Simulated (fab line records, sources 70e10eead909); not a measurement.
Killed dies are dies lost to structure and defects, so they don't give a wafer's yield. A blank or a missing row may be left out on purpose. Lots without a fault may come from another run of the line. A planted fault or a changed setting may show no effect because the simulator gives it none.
Chamber matching | flow nand_harc | NHARC_THIN_TSV_DEP_47 on pecvd-03: 3 sister chambers
The step deposits SiO2, target thk 200 nm. 6 wafers are shown with their chamber, then 8 later ones without.

WAFERS WITH THEIR CHAMBER
wafer  | chamber | showerhead_vpp_V (V) | throttle_valve_pct (%)
L796.3 | 1       | 1872                 | 15.9
L800.4 | 1       | 1868                 | 16.0
L809.2 | 2       | 1673                 | 15.6
L809.4 | 0       | 1833                 | 15.8
L809.5 | 2       | 1682                 | 15.3
L812.1 | 0       | 1834                 | 15.6

WAFERS WITHOUT THEIR CHAMBER
wafer  | showerhead_vpp_V (V) | throttle_valve_pct (%)
L812.2 | 1652                 | 16.0
L812.3 | 1908                 | 15.8
L811.2 | 1852                 | 15.7
L811.3 | 1662                 | 15.8
L811.6 | 1645                 | 15.6
L813.1 | 1900                 | 15.8
L813.4 | 1838                 | 16.0
L813.6 | 1653                 | 15.5

WHICH CHAMBER EACH WENT THROUGH
wafer  | from the rows above     | in truth
L812.2 | 2                       | 2
L812.3 | 1                       | 1
L811.2 | can't be placed: 0 or 1 | 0
L811.3 | 2                       | 2
L811.6 | 2                       | 2
L813.1 | 1                       | 1
L813.4 | 0                       | 0
L813.6 | 2                       | 2
Placed correctly: 7 of 8. Can't be placed from these rows: 1 (the true chamber is among the candidates in 1). Placed wrongly: 0.
How it was worked out, from the rows above alone: a wafer's distance from a chamber is the root of the sum, over the readings, of the square of ((its reading less the chamber's mean) divided by the reading's scatter). The wafer belongs to the nearest chamber; if the next one is less than 2 further off, it can't be placed. A chamber's mean is the mean of its shown wafers. The scatter: the root of (the sum of the squares of (reading less its chamber's mean) over the shown wafers, divided by (wafers less chambers)).
